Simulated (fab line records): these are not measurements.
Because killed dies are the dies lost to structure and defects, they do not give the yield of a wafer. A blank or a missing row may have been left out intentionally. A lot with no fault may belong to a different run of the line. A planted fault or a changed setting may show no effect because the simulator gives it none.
Matching of chambers / flow n5 finfet / 4 sister chambers for N5_BEOL_M9_ETCH_66 on rie diel-05
The step etches SOC in N2/H2, target depth 80 nm, overetch 16 nm, time 120 s. 18 wafers are shown with their chamber, then 9 later ones without.

EACH WAFER AND ITS CHAMBER
wafer=L074.1; chamber=2; showerhead plenum p Torr (Torr)=2.45; throttle valve pct (%)=17.72; drypump motor current A (A)=5.0
wafer=L074.4; chamber=2; showerhead plenum p Torr (Torr)=2.45; throttle valve pct (%)=17.71; drypump motor current A (A)=5.1
wafer=L074.6; chamber=3; showerhead plenum p Torr (Torr)=2.63; throttle valve pct (%)=18.15; drypump motor current A (A)=5.8
wafer=L075.2; chamber=2; showerhead plenum p Torr (Torr)=2.45; throttle valve pct (%)=17.72; drypump motor current A (A)=5.0
wafer=L075.3; chamber=3; showerhead plenum p Torr (Torr)=2.63; throttle valve pct (%)=18.18; drypump motor current A (A)=5.8
wafer=L075.6; chamber=2; showerhead plenum p Torr (Torr)=2.45; throttle valve pct (%)=17.73; drypump motor current A (A)=5.0
wafer=L078.1; chamber=2; showerhead plenum p Torr (Torr)=2.45; throttle valve pct (%)=17.73; drypump motor current A (A)=5.1
wafer=L078.2; chamber=3; showerhead plenum p Torr (Torr)=2.63; throttle valve pct (%)=18.18; drypump motor current A (A)=5.8
wafer=L078.3; chamber=1; showerhead plenum p Torr (Torr)=2.59; throttle valve pct (%)=17.20; drypump motor current A (A)=6.0
wafer=L078.4; chamber=0; showerhead plenum p Torr (Torr)=2.43; throttle valve pct (%)=17.90; drypump motor current A (A)=5.1
wafer=L078.5; chamber=2; showerhead plenum p Torr (Torr)=2.45; throttle valve pct (%)=17.74; drypump motor current A (A)=5.0
wafer=L078.6; chamber=1; showerhead plenum p Torr (Torr)=2.59; throttle valve pct (%)=17.18; drypump motor current A (A)=5.9
wafer=L077.1; chamber=0; showerhead plenum p Torr (Torr)=2.43; throttle valve pct (%)=17.92; drypump motor current A (A)=5.2
wafer=L077.3; chamber=2; showerhead plenum p Torr (Torr)=2.45; throttle valve pct (%)=17.75; drypump motor current A (A)=5.0
wafer=L077.5; chamber=3; showerhead plenum p Torr (Torr)=2.62; throttle valve pct (%)=18.17; drypump motor current A (A)=5.8
wafer=L085.1; chamber=1; showerhead plenum p Torr (Torr)=2.59; throttle valve pct (%)=17.22; drypump motor current A (A)=5.9
wafer=L085.3; chamber=0; showerhead plenum p Torr (Torr)=2.43; throttle valve pct (%)=17.92; drypump motor current A (A)=5.1
wafer=L085.5; chamber=3; showerhead plenum p Torr (Torr)=2.62; throttle valve pct (%)=18.20; drypump motor current A (A)=5.8

SIGNATURES (averages over the wafers above)
reading=showerhead plenum p Torr; chamber 0=2.4300; chamber 1=2.5900; chamber 2=2.4500; chamber 3=2.6260; scatter within a chamber=0.00293
reading=throttle valve pct; chamber 0=17.9133; chamber 1=17.2000; chamber 2=17.7286; chamber 3=18.1760; scatter within a chamber=0.0157
reading=drypump motor current A; chamber 0=5.133; chamber 1=5.933; chamber 2=5.029; chamber 3=5.800; scatter within a chamber=0.0444
Rule: a wafer lies at a distance from a chamber equal to the root of the sum of squares, over the readings, of (its reading less the chamber's mean, divided by the reading's scatter). If the next closest chamber is less than 2 further off than the closest, the wafer can't be placed; otherwise it belongs to the closest. The scatter: take each reading less its chamber's mean, square it, sum over the shown wafers, divide by the number of wafers less the number of chambers, and take the root.

WAFERS WHOSE CHAMBER IS MISSING
wafer=L086.1; showerhead plenum p Torr (Torr)=2.62; throttle valve pct (%)=18.19; drypump motor current A (A)=5.8
wafer=L086.3; showerhead plenum p Torr (Torr)=2.58; throttle valve pct (%)=17.23; drypump motor current A (A)=6.0
wafer=L086.6; showerhead plenum p Torr (Torr)=2.58; throttle valve pct (%)=17.22; drypump motor current A (A)=6.0
wafer=L093.3; showerhead plenum p Torr (Torr)=2.58; throttle valve pct (%)=17.23; drypump motor current A (A)=6.0
wafer=L093.5; showerhead plenum p Torr (Torr)=2.44; throttle valve pct (%)=17.79; drypump motor current A (A)=5.0
wafer=L093.6; showerhead plenum p Torr (Torr)=2.61; throttle valve pct (%)=18.23; drypump motor current A (A)=5.8
wafer=L094.2; showerhead plenum p Torr (Torr)=2.61; throttle valve pct (%)=18.22; drypump motor current A (A)=5.8
wafer=L094.3; showerhead plenum p Torr (Torr)=2.42; throttle valve pct (%)=17.95; drypump motor current A (A)=5.1
wafer=L094.6; showerhead plenum p Torr (Torr)=2.42; throttle valve pct (%)=17.94; drypump motor current A (A)=5.1

EACH ONE'S CHAMBER
wafer=L086.1; from the rows above=3; in truth=3
wafer=L086.3; from the rows above=1; in truth=1
wafer=L086.6; from the rows above=1; in truth=1
wafer=L093.3; from the rows above=1; in truth=1
wafer=L093.5; from the rows above=2; in truth=2
wafer=L093.6; from the rows above=3; in truth=3
wafer=L094.2; from the rows above=3; in truth=3
wafer=L094.3; from the rows above=0; in truth=0
wafer=L094.6; from the rows above=0; in truth=0
Correctly placed: 9 of 9. Not placeable from these rows: 0. 0 placed wrongly.
